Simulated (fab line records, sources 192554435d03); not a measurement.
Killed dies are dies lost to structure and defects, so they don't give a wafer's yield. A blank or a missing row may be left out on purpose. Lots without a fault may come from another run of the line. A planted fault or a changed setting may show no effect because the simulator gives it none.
Chamber matching | flow n5_finfet | N5_BEOL_M10_STRIP_67 on rie_diel-04: 4 sister chambers
The step strips in CF4. 8 wafers are shown with their chamber, then 11 later ones without.

WAFERS WITH THEIR CHAMBER
wafer  | chamber | showerhead_plenum_p_Torr (Torr) | drypump_motor_current_A (A)
L080.2 | 1       | 1.84                            | 5.4
L083.1 | 3       | 1.76                            | 6.0
L083.3 | 0       | 1.91                            | 5.6
L083.6 | 3       | 1.76                            | 6.1
L089.1 | 0       | 1.91                            | 5.6
L089.3 | 1       | 1.83                            | 5.5
L089.4 | 2       | 1.76                            | 5.3
L091.3 | 2       | 1.75                            | 5.3

WAFERS WITHOUT THEIR CHAMBER
wafer  | showerhead_plenum_p_Torr (Torr) | drypump_motor_current_A (A)
L091.4 | 1.90                            | 5.6
L091.6 | 1.90                            | 5.6
L092.2 | 1.75                            | 5.3
L092.4 | 1.83                            | 5.5
L092.6 | 1.75                            | 6.1
L096.2 | 1.90                            | 5.6
L096.3 | 1.83                            | 5.4
L096.5 | 1.83                            | 5.4
L097.2 | 1.83                            | 5.5
L097.4 | 1.75                            | 5.3
L097.5 | 1.83                            | 5.4

WHICH CHAMBER EACH WENT THROUGH
wafer  | from the rows above | in truth
L091.4 | 0                   | 0
L091.6 | 0                   | 0
L092.2 | 2                   | 2
L092.4 | 1                   | 1
L092.6 | 3                   | 3
L096.2 | 0                   | 0
L096.3 | 1                   | 1
L096.5 | 1                   | 1
L097.2 | 1                   | 1
L097.4 | 2                   | 2
L097.5 | 1                   | 1
Placed correctly: 11 of 11. Can't be placed from these rows: 0. Placed wrongly: 0.
How it was worked out, from the rows above alone: a wafer's distance from a chamber is the root of the sum, over the readings, of the square of ((its reading less the chamber's mean) divided by the reading's scatter). The wafer belongs to the nearest chamber; if the next one is less than 2 further off, it can't be placed. A chamber's mean is the mean of its shown wafers. The scatter: the root of (the sum of the squares of (reading less its chamber's mean) over the shown wafers, divided by (wafers less chambers)).
